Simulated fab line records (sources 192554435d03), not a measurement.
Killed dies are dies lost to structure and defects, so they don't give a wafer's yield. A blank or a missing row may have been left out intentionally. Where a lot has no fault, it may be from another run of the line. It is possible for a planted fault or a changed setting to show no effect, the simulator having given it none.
A lot that was struck, set against a sound lot || flow n5Finfet || 29 steps out of a route of 1938
Sound: these wafers, L664.1, L664.4, L664.6. Struck: wafer L678.6 (left out: L678.1, a lot-mate that was not struck); the cause follows at the end.
Each step with rows lists, per side, the tool, then ch with its chambers, then its first start. Under that, the readings that differ: sound wafers || struck wafers || difference of the means || sigmas: that difference in standard deviations of wafers without a fault.
alike: a reading whose means differ by less than 2 such deviations, as well as words and numbers matching on both sides. not compared: withheld readings; readings where some wafer has no value; bounds like >300 that might hide an equal value; numbers whose values overlap and for which the record gives no deviation.
The two part at a step that has a row with sigmas, a row that says differs or no value, or rows on one side only. Numbers that have no deviation but don't overlap get no sigmas and don't part them. A reading that every wafer of one side lacks parts them only if that side has two wafers or more.

first, 9 steps without rows for these wafers: N5_BEOL_M15_COAT_22 (resist thk 800 nm); N5_BEOL_M15_EBR_24; N5_BEOL_M15_SOFTBAKE_23 (time 60 s); N5_BEOL_M15_EXPOSE_25 (exposes mask M15, target cd 400 nm); N5_BEOL_M15_PEB_26 (peb time 90 s); N5_BEOL_M15_DEVELOP_27 (develop time 45 s); N5_BEOL_M15_HARDBAKE_32 (time 120 s); N5_BEOL_M15_DESCUM_33 (chemistry O2, time 7.9 s); N5_BEOL_M15_ETCH_61 (etches BARC in N2/H2, target depth 89 nm, overetch 26.7 nm, time 67.9 s).
N5_BEOL_M15_TRENCH_ETCH_34: etches SiO2 in C4F8/O2/Ar, target depth 872.93 nm, time 199 s.
  sound on rieDiel-06 ch 0,2,3, day 15 12:05; struck on rieDiel-06 ch 2, day 19 21:13
{"reading": "model.etch.depthNm (nm)", "sound": "845 895.4 866.5", "struck": 1139, "difference": "+270", "sigmas": ""}
{"reading": "model.coat_of_BEOL_M15_COAT_22.thkNm (nm)", "sound": "555 536.8 549.6", "struck": 491.4, "difference": -55.7, "sigmas": ""}
  alike: drypumpMotorCurrentA, mfcArSccm, oesProductAu, rfFwdPowerW, rfVppV, showerheadPlenumPTorr, throttleValvePct
  not compared: rfHoursCounterH
then, 13 steps without rows for these wafers: N5_BEOL_M15_STRIP_36 (strips in O2); N5_BEOL_M15_STRIP_62 (strips in O2); N5_BEOL_M15_STRIP_37 (strips in O2); N5_BEOL_M15_ETCH_38 (etches SiCN in CF4/N2, target depth 106.4 nm, time 120.5 s); N5_BEOL_M15_PRECLEAN_39 (cleans in residue remover, time 60 s); N5_BEOL_M15_SRD_40 (time 30 s, dry time 30 s); N5_BEOL_M15_DEGAS_41 (time 60 s); N5_BEOL_M15_PRE_CLEAN_42 (time 30 s); N5_BEOL_M15_SPUTTER_43 (material TaN, target thk 15 nm, time 24.19 s); N5_BEOL_M15_SPUTTER_44 (material Ta, target thk 15 nm, time 24.19 s); N5_BEOL_M15_SPUTTER_45 (material Cu, target thk 100 nm, time 16.67 s); N5_BEOL_M15_ECD_47 (material Cu, target thk 1860 nm); N5_BEOL_M15_ANNEAL_48 (time 90 s).
N5_BEOL_M15_CMP_49: polishes, stops on SiO2, t overpolish 4.9 s, target thk 850 nm.
  sound on cmp-02 ch 2,3, day 15 14:14; struck on cmp-01 ch 3, day 20 00:04
{"reading": "motorCurrentA (A)", "sound": "8.2 9.1 8.9", "struck": 7.3, "difference": -1.4, "sigmas": -2}
{"reading": "model.Cu_of_BEOL_M15_ECD_47.thkNm (nm)", "sound": "821.6 871.8 843.6", "struck": 1117, "difference": "+271", "sigmas": ""}
  alike: slurryFilterDpKPa
N5_BEOL_M15_THK_MEAS_50: measures by xrf.
  sound: filmMetro-02 at day 15 14:31; struck: filmMetro-01 at day 20 00:20
{"reading": "M15_THK (nm)", "sound": "837 886 856", "struck": 1118, "difference": "+258", "sigmas": "+11"}
then, 2 steps without rows for these wafers: N5_BEOL_M15_PRE_CLEAN_52 (time 15 s); N5_BEOL_M15_DEP_53 (deposits SiCN from 3MS/NH3, target thk 50 nm, time 17.8 s).
N5_BEOL_M15_RS_MEAS_54: the measuring method here is four-point-probe.
  sound: filmMetro-01 at day 15 14:39; struck: filmMetro-02 at day 20 00:28
{"reading": "M15_RS (ohm/sq)", "sound": "0.0223 0.0210 0.0217", "struck": 0.0164, "difference": -0.0053, "sigmas": -10}
after that, 1 step had no rows for these wafers: N5_PASSIVATION_PROBE_49.

WHERE THEY PART
Last at N5_BEOL_M15_RS_MEAS_54 as far as this record goes, first at N5_BEOL_M15_CMP_49.

WHY: what the simulator had put in
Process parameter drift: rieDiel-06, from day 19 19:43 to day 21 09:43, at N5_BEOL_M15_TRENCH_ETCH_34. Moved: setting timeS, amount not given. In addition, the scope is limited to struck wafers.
